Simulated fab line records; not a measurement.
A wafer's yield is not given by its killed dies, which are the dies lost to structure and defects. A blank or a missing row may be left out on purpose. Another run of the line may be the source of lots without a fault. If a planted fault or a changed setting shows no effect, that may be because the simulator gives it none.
The same fault as seen by 2 desks | flow n5_finfet | what lay behind the numbers comes last; until then each desk has only its own

## METROLOGY DESK
What the gauges read, lot by lot, whatever tool the lot ran on: means of the sampled wafers that have a number. Marked OUT: a lot whose mean sits more than 4 standard deviations from the usual mean, which makes it out of limits; the brackets give that distance.
Columns: A = cd_nm at N5_BEOL_M11_CD_MEAS_35, usual 70.0 nm
lot  | first seen here | A
L270 | day 11 14:32    | 69.3
L271 | day 11 14:42    | 69.6
L276 | day 14 13:47    | 69.8
L278 | day 15 07:13    | 69.9
L280 | day 16 05:20    | 69.2
L283 | day 16 05:38    | 69.5
L284 | day 17 18:19    | 70.6
L288 | day 17 20:18    | 70.0
L289 | day 18 02:53    | 70.5
L293 | day 18 06:07    | 70.4
This desk's verdict: no lot among the 10 shows anything out of limits.

## DESK OF THE TOOL OWNER: pecvd-04
The tool's own readings at N5_BEOL_M11_PECVD_70 (deposits SiO2 from TEOS/O2, target thk 20 nm, time 22.7 s): means of the sampled wafers that have a number, for each lot that ran on this tool. Marked OUT: a lot whose mean sits more than 4 standard deviations from the usual mean, which makes it out of limits; the brackets give that distance.
Columns: A = heater_power_w at N5_BEOL_M11_PECVD_70, usual 766 W; B = showerhead_plenum_p_Torr at N5_BEOL_M11_PECVD_70, usual 8.78 Torr; C = throttle_valve_pct at N5_BEOL_M11_PECVD_70, usual 22.4 %
lot  | first seen here | A   | B    | C
L271 | day 11 11:11    | 797 | 8.77 | 23.5
L276 | day 14 08:47    | 898 | 8.77 | 23.4
L278 | day 15 01:26    | 952 | 8.82 | 24.4
L280 | day 16 00:23    | 894 | 8.71 | 22.5
This desk's verdict: no lot among the 4 shows anything out of limits.

## PUT TOGETHER
Nothing out of limits was seen by the metrology desk.
The tool owner's desk saw nothing out of limits.

## WHAT THE SIMULATOR HAD PUT IN
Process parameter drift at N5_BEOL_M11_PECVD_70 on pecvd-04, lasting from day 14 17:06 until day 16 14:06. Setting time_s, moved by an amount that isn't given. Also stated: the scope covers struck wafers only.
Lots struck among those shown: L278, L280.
